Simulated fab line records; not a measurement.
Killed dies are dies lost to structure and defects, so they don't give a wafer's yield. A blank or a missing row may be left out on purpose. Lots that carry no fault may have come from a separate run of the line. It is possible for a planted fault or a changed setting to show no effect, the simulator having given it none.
fab line records	flow n5_finfet
[record] lots = 5	wafers = 15	last_day = 16
route steps=1938 shown PMOS_HMC_CHANNEL_EPI@57 BEOL_M4@1111 PASSIVATION@1936
lots with no fault: from the same line, run without faults
start_h: start of the lot's first displayed wafer, in hours after the record's first day	wait_h: hours since the lot's step before	" unchanged from the row above	L1.1+2: a single row standing in for several wafers	- value missing, or start not given	* or withheld: withheld	< > ~ a bound
route shown NAME@n: names a module that has steps shown in the file, with the first one's number in the route	usual: mean/standard deviation of fault-free wafers	same: alike in all rows	chamber/n: place in a boat	sites: readings site by site	_std_site: how widely they spread, as a standard deviation	_edge_site: inner sites' mean taken away from outer sites' mean	radius_mm: for every site, how far away it sits from the centre of the wafer	mask NAME#n: copy n	behind: the tool/chamber that last shaped the wafer	hold: what put the lot on hold/how long, in hours/how the hold closed	device: the n, p or np transistor that did not switch	end of line: at the end of the route, the tests of the same wafers	for a step that has no rows: nothing shown but its recipe	killed: the dies lost at the first sort to structure and to defects; this is not the yield of the wafer	map: a wafer's dies, marking killed ones x, the rest . and places with no die _
set.NAME: the setting the step ran with; set.NAME@STEP: the setting that earlier step ran with	model.NAME: the simulator's own value behind a step, which no gauge read
a table for each step, a row for each wafer; lots at some steps of the route
services: when a tool's chamber went out of use (start_h, in hours from the record's first day, below 0 if earlier), for how many hours, and the reason
[[steps]]
[step N5_PMOS_HMC_CHANNEL_EPI_HM_DEP_34]
[recipe] material = SiO2	target_thk_a = 360	temp_c = 400	precursor = TEOS/O2	pressure_torr = 6.5	rf_w = 900	teos_flow_sccm = 161.4	gas = O2	flow_sccm = 2650	time_s = 6.9
[step N5_PMOS_HMC_CHANNEL_EPI_COAT_31]
[recipe] resist = BARC	temp_c = 205	time_s = 60	spin_rpm = 1500	resist_thk_nm = 66
[step N5_PMOS_HMC_CHANNEL_EPI_COAT_03]
[recipe] resist = CAR-ArF-block	spin_rpm = 1500	resist_thk_nm = 205
[step N5_PMOS_HMC_CHANNEL_EPI_EBR_05]
[recipe] solvent = PGMEA	ebr_width_mm = 1.5
[step N5_PMOS_HMC_CHANNEL_EPI_SOFTBAKE_04]
[recipe] temp_c = 110	time_s = 60	resist = CAR-ArF-block
[step N5_PMOS_HMC_CHANNEL_EPI_EXPOSE_06]
[recipe] mask_id = PMOS_HMC_BLK	na = 1.35	source_shape = conventional	sigma_outer = 0.8	polarization = unpolarized	target_cd_nm = 240	dose_mj = 41
[step N5_PMOS_HMC_CHANNEL_EPI_PEB_07]
[recipe] peb_temp_c = 110	peb_time_s = 60	resist = CAR-ArF-block
[step N5_PMOS_HMC_CHANNEL_EPI_DEVELOP_08]
[recipe] develop_time_s = 30	developer = TMAH	resist = CAR-ArF-block	dev_temp_c = 23	rinse_liquid = diw	dry = air_spin
[step N5_PMOS_HMC_CHANNEL_EPI_DESCUM_14]
[recipe] chemistry = O2	time_s = 7.9	source_power_w = 50	bias_power_w = 20	pressure_mtorr = 20	rf_frequency_hz = 2.712e+07	temp_c = 40	resist = CAR-ArF-block	o2_flow_sccm = 225
[step N5_PMOS_HMC_CHANNEL_EPI_ETCH_32]
[recipe] chemistry = N2/H2	target = BARC	stop_on = SiO2	target_depth_a = 858	over_etch_frac = 0.3	time_s = 50.3	ion_energy_ev = 200	mask_material = CAR-ArF-block	pressure_mtorr = 30	source_w = 840	bias_w = 150	n2_flow_sccm = 200	h2_flow_sccm = 200
[usual] bias_w = 150.0/0.41	chamber_pressure_mTorr = 30.005/0.027	drypump_motor_current_A = 5.8/0.4	oes_product_au = 0.66/0.061	rf_vpp_V = 524.1/2.5	showerhead_plenum_p_Torr = 2.55/0.082	throttle_valve_pct = 17.86/0.2
lot.wafer	tool	chamber	start_h	wait_h	bias_w	chamber_pressure_mTorr	drypump_motor_current_A	oes_product_au	rf_hours_counter_h	rf_vpp_V	showerhead_plenum_p_Torr	throttle_valve_pct	model.CAR-ArF-block_of_PMOS_HMC_CHANNEL_EPI_COAT_03.thk_nm	model.PMOS_HMC_CHANNEL_EPI.cd_nm
L661.2	rie_diel-01	2	41.46	0.0	149.5	30.011	5.6	0.65	143	524.6	2.56	17.81	131.5	238
L661.4	"	0	"	"	150.3	30.042	5.4	0.72	-	524.4	2.57	17.87	130.5	239
L661.5	"	3	"	"	150.0	29.984	5.9	0.74	-	528.1	2.66	17.57	133.2	238.7
L662.1	rie_diel-06	1	47.40	0.0	-	-	-	-	-	-	-	-	198.6	237.7
L662.2	"	2	"	"	-	-	-	-	-	-	-	-	198.6	236
L662.5	"	0	"	"	-	-	-	-	-	-	-	-	197.5	236.7
L663.2	rie_diel-01	2	53.90	0.0	-	-	-	-	-	-	-	-	199.1	236.1
L663.3	"	3	"	"	-	-	-	-	-	-	-	-	199.4	237.1
L663.6	"	3	"	"	-	-	-	-	-	-	-	-	198.6	238.1
L664.2	rie_diel-02	2	59.56	0.0	-	-	-	-	-	-	-	-	198.8	237.5
L664.4	"	0	"	"	-	-	-	-	-	-	-	-	198.4	238.6
L664.6	"	0	"	"	-	-	-	-	-	-	-	-	199.3	238.4
L676.3	rie_diel-02	2	130.97	0.0	150.0	30.003	5.8	0.64	176	526.4	2.65	18.07	132	240.4
L676.4	"	3	"	"	150.2	30.009	6.4	0.58	207	522.1	2.50	17.85	134.3	241.4
L676.6	"	2	"	"	150.6	30.021	5.8	0.64	-	528.4	2.65	18.07	132.1	241.9
[step N5_PMOS_HMC_CHANNEL_EPI_HM_OPEN_15]
[recipe] chemistry = CHF3/O2	target = SiO2	mask_material = CAR-ArF-block	target_depth_a = 406	CHF3_flow_sccm = 50	O2_flow_sccm = 5	Ar_flow_sccm = 200	time_s = 20.3	pressure_mtorr = 30	source_w = 650	bias_w = 170	ion_energy_ev = 200
[usual] drypump_motor_current_A = 5.8/0.39	oes_product_au = 0.76/0.075	rf_vpp_V = 521/7	showerhead_plenum_p_Torr = 2.42/0.071	throttle_valve_pct = 18.90/0.25
lot.wafer	tool	chamber	start_h	wait_h	drypump_motor_current_A	oes_product_au	rf_hours_counter_h	rf_vpp_V	showerhead_plenum_p_Torr	throttle_valve_pct	model.CAR-ArF-block_of_PMOS_HMC_CHANNEL_EPI_COAT_03.thk_nm
L661.2	rie_diel-01	2	41.50	0.0	5.6	0.75	143	521	2.42	18.64	91.89
L661.4	"	0	"	"	5.4	0.84	-	527	2.45	19.07	89.41
L661.5	"	3	"	"	5.9	0.86	-	520	2.53	18.71	93.25
L662.1	rie_diel-06	1	47.44	0.0	5.5	0.26	196	531	2.40	18.72	157.8
L662.2	"	2	"	"	5.2	0.28	148	526	2.52	19.03	158.3
L662.5	"	0	"	"	5.9	0.26	-	517	2.38	18.81	157.9
L663.2	rie_diel-01	2	53.95	0.0	5.6	0.28	148	521	2.42	18.55	159.5
L663.3	"	3	"	"	5.9	0.32	69	519	2.53	18.60	159.4
L663.6	"	3	"	"	5.9	0.32	-	519	2.53	18.62	158.5
L664.2	rie_diel-02	2	59.60	0.0	5.8	0.28	154	518	2.49	18.76	158.8
L664.4	"	0	"	"	5.9	0.27	195	526	2.31	19.29	158.3
L664.6	"	0	"	"	5.9	0.27	-	526	2.31	19.30	159
L676.3	rie_diel-02	2	131.01	0.0	5.8	0.73	176	519	2.48	18.90	91.72
L676.4	"	3	"	"	6.4	0.67	207	511	2.38	18.95	94.44
L676.6	"	2	"	"	5.8	0.74	-	518	2.48	18.91	91.7
[step N5_PMOS_HMC_CHANNEL_EPI_STRIP_33]
[recipe] chemistry = N2/H2	power_w = 500	temp_c = 40	pressure_mtorr = 50	rf_frequency_hz = 6e+07	overash_fraction = 0.3	bias_power_w = 8	h2_frac = 0.5	n2_flow_sccm = 300	h2_flow_sccm = 300
[step N5_PMOS_HMC_CHANNEL_EPI_STRIP_17]
[recipe] chemistry = SPM	time_s = 750	temp_c = 130	h2so4_h2o2_vol_ratio = 4	dry = ipa_marangoni
[step N5_PMOS_HMC_CHANNEL_EPI_ETCH_38]
[recipe] chemistry = CF4	target = SiO2	target_depth_a = 15	ion_energy_ev = 350	pressure_mtorr = 10	icp_w = 800	bias_w = 400	cf4_flow_sccm = 80
[step N5_PMOS_HMC_CHANNEL_EPI_FIN_RECESS_16]
[recipe] chemistry = HBr/Cl2	target = Si	mask_material = SiO2	target_depth_a = 540	time_s = 18	pressure_mtorr = 10	icp_w = 800	bias_w = 75	HBr_flow_sccm = 150	Cl2_flow_sccm = 80
[usual] HBr_flow_sccm = 150.0/0.4	drypump_motor_current_A = 5.6/0.36	oes_product_au = 0.995/0.018	throttle_valve_pct = 35.5/0.3
lot.wafer	tool	chamber	start_h	wait_h	HBr_flow_sccm	drypump_motor_current_A	oes_product_au	rf_hours_counter_h	throttle_valve_pct	model.PMOS_HMC_CHANNEL_EPI.cd_nm
L661.2	rie_si-01	1	41.88	0.0	150.4	5.4	1.016	58	35.4	238.1
L661.4	"	2	"	"	149.7	5.8	0.986	-	35.3	239
L661.5	"	1	"	"	149.9	5.5	0.999	-	35.4	238.7
L662.1	rie_si-06	3	47.82	0.0	149.2	6.3	0.982	110	35.1	237.6
L662.2	"	0	"	"	149.7	5.2	0.982	88	36.1	236
L662.5	"	0	"	"	150.6	5.2	0.990	-	36.1	236.5
L663.2	rie_si-06	3	54.32	0.0	149.7	6.3	0.989	110	35.1	236.2
L663.3	"	1	"	"	150.3	5.5	0.984	5	35.6	237.1
L663.6	"	2	"	"	149.9	5.3	1.000	-	35.3	238.2
L664.2	rie_si-01	0	59.98	0.0	150.3	6.2	0.977	26	35.8	237.4
L664.4	"	3	"	"	150.0	5.7	1.001	112	35.0	238.5
L664.6	"	3	"	"	149.6	5.7	1.003	-	35.0	238.3
L676.3	rie_si-04	1	131.40	0.0	150.1	5.8	1.038	57	35.4	240.3
L676.4	"	2	"	"	149.8	5.4	1.015	16	35.6	241.5
L676.6	"	1	"	"	150.0	5.8	1.039	-	35.4	241.9
[step N5_PMOS_HMC_CHANNEL_EPI_PRECLEAN_36]
[recipe] chemistry = O3/DIW	time_s = 45	temp_c = 22	o3_ppm = 10
[step N5_BEOL_M4_RC_MEAS_101]
[usual] DIBL_N = 36.5/1.8	DIBL_P = 36.5/2.1	IOFF_N = 0.17/0.031	IOFF_P = 0.22/0.036	ION_N = 677/11	ION_P = 463/8	SS_N = 71.6/0.61	SS_P = 73.3/0.63	VT_N = 249/3.1	VT_P = -250/3.3
lot.wafer	tool	chamber	start_h	wait_h	DIBL_N[mV/V]	DIBL_P[mV/V]	IOFF_N[nA/um]	IOFF_P[nA/um]	ION_N[uA/um]	ION_P[uA/um]	SS_N[mV/dec]	SS_P[mV/dec]	VT_N[mV]	VT_P[mV]
L661.2	prober-01	0	189.63	0.2	33.7	32.9	0.11	0.16	671	462	70.7	72.9	255	-256
L661.4	"	0	"	"	37.3	36.3	0.16	0.20	679	460	71.9	73.5	249	-250
L661.5	"	0	"	"	35.8	35.9	0.14	0.19	685	463	71.2	73.6	252	-251
L676.3	prober-02	0	274.69	0.3	35.1	35.4	0.16	0.24	679	476	71.7	71.9	248	-245
L676.4	"	0	"	"	36.8	37.8	0.19	0.28	698	484	71.9	73.7	244	-242
L676.6	"	0	"	"	38.2	40.1	0.24	0.35	709	494	72.1	73.6	243	-240
[step N5_PASSIVATION_PROBE_49]
[usual] defect_limited_yield = 91.4/1.5	killed_at_M0_to_M3 = 35/11	killed_at_M4_up = 16/7	killed_at_contacts = 11/5.3	killed_at_front_end = 37/11	killed_at_other = 3.1/2.8	killed_dies = 102/18	killed_on_rim = 13/3.7	killed_open = 69/15	killed_short = 31/7.8	sort_bin_5_function = 5.1/1.1	sort_bin_6_memory = 3.2/0.69	sort_n_pass = 1078/18	sort_yield_pct = 91.4/1.5
[same] gross_dies = 1180	killed_at_back_side = 0	sort_bin_4_leakage[%] = 0	sort_bin_8_speed[%] = 0
lot.wafer	tool	chamber	start_h	wait_h	defect_limited_yield[%]	killed_at_M0_to_M3	killed_at_M4_up	killed_at_contacts	killed_at_front_end	killed_at_other	killed_dies	killed_on_rim	killed_open	killed_short	sort_bin_5_function[%]	sort_bin_6_memory[%]	sort_n_pass	sort_yield_pct[%]
L662.1	prober-01	-	303.19	0.0	0	15	26	10	1128	1	1180	152	55	28	97.8	2.2	0	0
L662.2	prober-01	-	303.24	0.1	0	24	23	12	1116	5	1180	152	73	33	96.4	3.4	0	0
L662.5	prober-01	-	303.39	0.2	0	40	16	9	1115	0	1180	152	76	21	97.3	2.5	0	0
L664.2	prober-01	-	313.48	0.1	0	40	14	13	1108	5	1180	152	63	40	95.8	3.8	0	0
L664.4	prober-01	-	313.58	0.2	0	59	13	2	1099	7	1180	152	76	49	96.0	3.5	0	0
L664.6	prober-01	-	313.68	0.3	0	64	23	13	1074	6	1180	152	91	50	94.8	4.6	0	0
L663.2	prober-02	-	318.13	0.1	0	25	5	11	1135	4	1180	152	55	24	96.8	3.1	0	0
L663.3	prober-02	-	318.18	0.1	0	41	16	6	1117	0	1180	152	67	38	95.7	3.9	0	0
L663.6	prober-02	-	318.33	0.3	0	29	16	13	1122	0	1180	152	74	25	96.4	3.3	0	0
L676.3	prober-02	-	382.52	0.1	91.2	34	7	20	43	0	104	14	73	30	5.7	3.1	1076	91.2
L676.4	prober-02	-	382.57	0.2	89.7	36	27	19	40	0	122	11	85	34	5.3	4.5	1058	89.7
L676.6	prober-02	-	382.67	0.3	90.5	34	27	10	41	0	112	19	88	17	5.4	3.6	1068	90.5
// killed by level:class
L662.1 PMOS_HMC_CHANNEL_EPI:area_etch=1097 MOL_CONTACT_COAG:geometric_particle:open=8 BEOL_M5:geometric_particle:open=7 STI_FIN_REVEAL:geometric_particle:open=6 BEOL_M4:geometric_particle:open=6 GATE_CUT:geometric_particle:short=4 BEOL_M7:geometric_particle:open=4 STARTING-WAFER:geometric_particle:open=4
L662.2 PMOS_HMC_CHANNEL_EPI:area_etch=1071 FIN_SAQP:geometric_particle:open=13 MOL_CONTACT_COAG:geometric_particle:open=10 BEOL_M0_SAQP:geometric_particle:open=10 BEOL_M4:geometric_particle:open=9 STI_FIN_REVEAL:geometric_particle:open=7 STI_FIN_REVEAL:geometric_particle:short=4 BEOL_M3:geometric_particle:short=4
L662.5 PMOS_HMC_CHANNEL_EPI:area_etch=1082 BEOL_M1:geometric_particle:open=17 BEOL_M0_SAQP:geometric_particle:open=14 STI_FIN_REVEAL:geometric_particle:open=11 MOL_CONTACT_COAG:geometric_particle:open=7 BEOL_M4:geometric_particle:open=5 FIN_SAQP:geometric_particle:open=4 FIN_SAQP:geometric_particle:short=3
L664.2 PMOS_HMC_CHANNEL_EPI:area_etch=1075 MOL_CONTACT_COAG:geometric_particle:open=11 BEOL_M0_SAQP:geometric_particle:open=11 FIN_SAQP:geometric_particle:short=10 FIN_SAQP:geometric_particle:open=9 BEOL_M0_SAQP:geometric_particle:short=8 BEOL_M1:geometric_particle:open=8 DUMMY_GATE:geometric_particle:open=4
L664.4 PMOS_HMC_CHANNEL_EPI:area_etch=1053 BEOL_M0_SAQP:geometric_particle:short=19 BEOL_M0_SAQP:geometric_particle:open=17 FIN_SAQP:geometric_particle:open=13 STI_FIN_REVEAL:geometric_particle:open=9 BEOL_M1:geometric_particle:open=8 FIN_SAQP:geometric_particle:short=7 BEOL_M0:geometric_particle:open=4
L664.6 PMOS_HMC_CHANNEL_EPI:area_etch=1037 BEOL_M0_SAQP:geometric_particle:open=32 BEOL_M0_SAQP:geometric_particle:short=22 FIN_SAQP:geometric_particle:open=13 MOL_CONTACT_COAG:geometric_particle:open=9 BEOL_M4:geometric_particle:open=8 FIN_SAQP:geometric_particle:short=5 GATE_CUT:geometric_particle:short=5
L663.2 PMOS_HMC_CHANNEL_EPI:area_etch=1101 BEOL_M0_SAQP:geometric_particle:open=13 FIN_SAQP:geometric_particle:open=9 MOL_CONTACT_COAG:geometric_particle:open=9 STI_FIN_REVEAL:geometric_particle:open=6 STI_FIN_REVEAL:geometric_particle:short=4 BEOL_M0_SAQP:geometric_particle:short=4 FIN_SAQP:geometric_particle:short=3
L663.3 PMOS_HMC_CHANNEL_EPI:area_etch=1075 FIN_SAQP:geometric_particle:open=16 BEOL_M0_SAQP:geometric_particle:short=13 BEOL_M0_SAQP:geometric_particle:open=12 BEOL_M1:geometric_particle:open=11 FIN_SAQP:geometric_particle:short=9 STI_FIN_REVEAL:geometric_particle:open=4 GATE_CUT:geometric_particle:short=3
L663.6 PMOS_HMC_CHANNEL_EPI:area_etch=1081 FIN_SAQP:geometric_particle:open=17 BEOL_M1:geometric_particle:open=8 MOL_CONTACT_COAG:geometric_particle:short=7 STI_FIN_REVEAL:geometric_particle:open=7 BEOL_M4:geometric_particle:open=7 MOL_CONTACT_COAG:geometric_particle:open=6 BEOL_M0_SAQP:geometric_particle:open=4
L676.3 MOL_CONTACT_COAG:geometric_particle:open=18 STI_FIN_REVEAL:geometric_particle:open=15 BEOL_M0_SAQP:geometric_particle:short=10 BEOL_M3:geometric_particle:open=10 BEOL_M1:geometric_particle:open=7 STI_FIN_REVEAL:geometric_particle:short=4 ILD0:geometric_particle:short=4 GATE_CUT:geometric_particle:open=4
L676.4 BEOL_M4:geometric_particle:open=17 MOL_CONTACT_COAG:geometric_particle:open=15 STI_FIN_REVEAL:geometric_particle:open=13 BEOL_M2:geometric_particle:open=8 BEOL_M3:geometric_particle:open=6 BEOL_M0_SAQP:geometric_particle:open=5 BEOL_M1:geometric_particle:open=5 FIN_SAQP:geometric_particle:open=4
L676.6 STI_FIN_REVEAL:geometric_particle:open=13 BEOL_M4:geometric_particle:open=13 MOL_CONTACT_COAG:geometric_particle:open=9 BEOL_M5:geometric_particle:open=8 DUMMY_GATE:geometric_particle:open=7 BEOL_M0_SAQP:geometric_particle:open=7 BEOL_M2:geometric_particle:open=7 BEOL_M1:geometric_particle:open=7
// map L662.1 (x killed, . not)
_________________xxxxxxxxxxxx________________
______________xxxxxxxxxxxxxxxxxx_____________
___________xxxxxxxxxxxxxxxxxxxxxxxx__________
__________xxxxxxxxxxxxxxxxxxxxxxxxxx_________
________xxxxxxxxxxxxxxxxxxxxxxxxxxxxxx_______
_______xxxxxxxxxxxxxxxxxxxxxxxxxxxxxxxx______
______xxxxxxxxxxxxxxxxxxxxxxxxxxxxxxxxxx_____
_____xxxxxxxxxxxxxxxxxxxxxxxxxxxxxxxxxxxx____
____xxxxxxxxxxxxxxxxxxxxxxxxxxxxxxxxxxxxxx___
___xxxxxxxxxxxxxxxxxxxxxxxxxxxxxxxxxxxxxxxx__
___xxxxxxxxxxxxxxxxxxxxxxxxxxxxxxxxxxxxxxxx__
__xxxxxxxxxxxxxxxxxxxxxxxxxxxxxxxxxxxxxxxxxx_
__xxxxxxxxxxxxxxxxxxxxxxxxxxxxxxxxxxxxxxxxxx_
_xxxxxxxxxxxxxxxxxxxxxxxxxxxxxxxxxxxxxxxxxxxx
_xxxxxxxxxxxxxxxxxxxxxxxxxxxxxxxxxxxxxxxxxxxx
_xxxxxxxxxxxxxxxxxxxxxxxxxxxxxxxxxxxxxxxxxxxx
_xxxxxxxxxxxxxxxxxxxxxxxxxxxxxxxxxxxxxxxxxxxx
_xxxxxxxxxxxxxxxxxxxxxxxxxxxxxxxxxxxxxxxxxxxx
_xxxxxxxxxxxxxxxxxxxxxxxxxxxxxxxxxxxxxxxxxxxx
_xxxxxxxxxxxxxxxxxxxxxxxxxxxxxxxxxxxxxxxxxxxx
_xxxxxxxxxxxxxxxxxxxxxxxxxxxxxxxxxxxxxxxxxxxx
__xxxxxxxxxxxxxxxxxxxxxxxxxxxxxxxxxxxxxxxxxx_
__xxxxxxxxxxxxxxxxxxxxxxxxxxxxxxxxxxxxxxxxxx_
___xxxxxxxxxxxxxxxxxxxxxxxxxxxxxxxxxxxxxxxx__
___xxxxxxxxxxxxxxxxxxxxxxxxxxxxxxxxxxxxxxxx__
____xxxxxxxxxxxxxxxxxxxxxxxxxxxxxxxxxxxxxx___
_____xxxxxxxxxxxxxxxxxxxxxxxxxxxxxxxxxxxx____
______xxxxxxxxxxxxxxxxxxxxxxxxxxxxxxxxxx_____
_______xxxxxxxxxxxxxxxxxxxxxxxxxxxxxxxx______
________xxxxxxxxxxxxxxxxxxxxxxxxxxxxxx_______
__________xxxxxxxxxxxxxxxxxxxxxxxxxx_________
___________xxxxxxxxxxxxxxxxxxxxxxxx__________
______________xxxxxxxxxxxxxxxxxx_____________
_________________xxxxxxxxxxxx________________
// map L663.2 (x killed, . not)
_________________xxxxxxxxxxxx________________
______________xxxxxxxxxxxxxxxxxx_____________
___________xxxxxxxxxxxxxxxxxxxxxxxx__________
__________xxxxxxxxxxxxxxxxxxxxxxxxxx_________
________xxxxxxxxxxxxxxxxxxxxxxxxxxxxxx_______
_______xxxxxxxxxxxxxxxxxxxxxxxxxxxxxxxx______
______xxxxxxxxxxxxxxxxxxxxxxxxxxxxxxxxxx_____
_____xxxxxxxxxxxxxxxxxxxxxxxxxxxxxxxxxxxx____
____xxxxxxxxxxxxxxxxxxxxxxxxxxxxxxxxxxxxxx___
___xxxxxxxxxxxxxxxxxxxxxxxxxxxxxxxxxxxxxxxx__
___xxxxxxxxxxxxxxxxxxxxxxxxxxxxxxxxxxxxxxxx__
__xxxxxxxxxxxxxxxxxxxxxxxxxxxxxxxxxxxxxxxxxx_
__xxxxxxxxxxxxxxxxxxxxxxxxxxxxxxxxxxxxxxxxxx_
_xxxxxxxxxxxxxxxxxxxxxxxxxxxxxxxxxxxxxxxxxxxx
_xxxxxxxxxxxxxxxxxxxxxxxxxxxxxxxxxxxxxxxxxxxx
_xxxxxxxxxxxxxxxxxxxxxxxxxxxxxxxxxxxxxxxxxxxx
_xxxxxxxxxxxxxxxxxxxxxxxxxxxxxxxxxxxxxxxxxxxx
_xxxxxxxxxxxxxxxxxxxxxxxxxxxxxxxxxxxxxxxxxxxx
_xxxxxxxxxxxxxxxxxxxxxxxxxxxxxxxxxxxxxxxxxxxx
_xxxxxxxxxxxxxxxxxxxxxxxxxxxxxxxxxxxxxxxxxxxx
_xxxxxxxxxxxxxxxxxxxxxxxxxxxxxxxxxxxxxxxxxxxx
__xxxxxxxxxxxxxxxxxxxxxxxxxxxxxxxxxxxxxxxxxx_
__xxxxxxxxxxxxxxxxxxxxxxxxxxxxxxxxxxxxxxxxxx_
___xxxxxxxxxxxxxxxxxxxxxxxxxxxxxxxxxxxxxxxx__
___xxxxxxxxxxxxxxxxxxxxxxxxxxxxxxxxxxxxxxxx__
____xxxxxxxxxxxxxxxxxxxxxxxxxxxxxxxxxxxxxx___
_____xxxxxxxxxxxxxxxxxxxxxxxxxxxxxxxxxxxx____
______xxxxxxxxxxxxxxxxxxxxxxxxxxxxxxxxxx_____
_______xxxxxxxxxxxxxxxxxxxxxxxxxxxxxxxx______
________xxxxxxxxxxxxxxxxxxxxxxxxxxxxxx_______
__________xxxxxxxxxxxxxxxxxxxxxxxxxx_________
___________xxxxxxxxxxxxxxxxxxxxxxxx__________
______________xxxxxxxxxxxxxxxxxx_____________
_________________xxxxxxxxxxxx________________
[[services]]
tool	chamber	start_h	hours	kind
rie_diel-01	1	25.15	-	clean
rie_diel-01	1	25.15	-	consumable_replace:focus_ring
rie_diel-01	1	25.15	31.0	scheduled_down
rie_diel-01	1	25.15	31.0	vent_cycle
rie_diel-02	1	30.25	1.6	repair
rie_diel-02	0	35.62	16.3	repair
rie_si-01	0	37.25	6.4	repair
rie_si-06	-	42.33	0.5	repair
rie_diel-06	3	43.55	-	clean
rie_diel-06	3	43.55	-	consumable_replace:focus_ring
rie_diel-06	3	43.55	21.8	scheduled_down
rie_diel-06	3	43.55	21.8	vent_cycle
rie_si-04	2	50.96	6.5	repair
rie_si-04	3	71.43	2.1	repair
rie_diel-01	1	107.72	3.6	repair
rie_si-01	0	120.85	14.7	repair
[[key]]
[first_sign] step = N5_PMOS_HMC_CHANNEL_EPI_ETCH_32	reading = tool_record	direction = missing
[effect] step = N5_PMOS_HMC_CHANNEL_EPI_HM_OPEN_15	reading = oes_product_au	direction = down	sigmas = 6.4	usual = 0.76	struck = 0.28
[effect] step = N5_PASSIVATION_PROBE_49	reading = killed_at_front_end	direction = up	sigmas = 99	usual = 37	struck = 1113
[model_effect] step = N5_PMOS_HMC_CHANNEL_EPI_ETCH_32	value = CAR-ArF-block_of_PMOS_HMC_CHANNEL_EPI_COAT_03.thk_nm	without = 132.9	struck = 198.7
[model_effect] step = N5_PMOS_HMC_CHANNEL_EPI_HM_OPEN_15	value = CAR-ArF-block_of_PMOS_HMC_CHANNEL_EPI_COAT_03.thk_nm	without = 92.85	struck = 158.6
[model_effect] step = N5_PMOS_HMC_CHANNEL_EPI_FIN_RECESS_16	value = PMOS_HMC_CHANNEL_EPI.cd_nm	without = 239.7	struck = 237.3
[more_kills_born_at] N5_PMOS_HMC_CHANNEL_EPI_ETCH_32@rie_diel-01 = 3257	N5_PMOS_HMC_CHANNEL_EPI_ETCH_32@rie_diel-06 = 3250	N5_PMOS_HMC_CHANNEL_EPI_ETCH_32@rie_diel-02 = 3165
met_at N5_PMOS_HMC_CHANNEL_EPI_ETCH_32
struck_wafers L662.1,L662.2,L662.5,L663.2,L663.3,L663.6,L664.2,L664.4,L664.6
later_rows_left_out L662.1,L662.2,L662.5,L663.2,L663.3,L663.6,L664.2,L664.4,L664.6
onset_between 41.46 47.40
[fault] kind = skipped_step_whole	tool = rie_diel-01,rie_diel-02,rie_diel-06	chamber = -	onset_h = 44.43	steps = N5_PMOS_HMC_CHANNEL_EPI_ETCH_32	scope = struck_lots_only
// later_rows_left_out: the simulator's readings of these wafers behind a module that went badly wrong aren't trusted and aren't shown, but for the sort
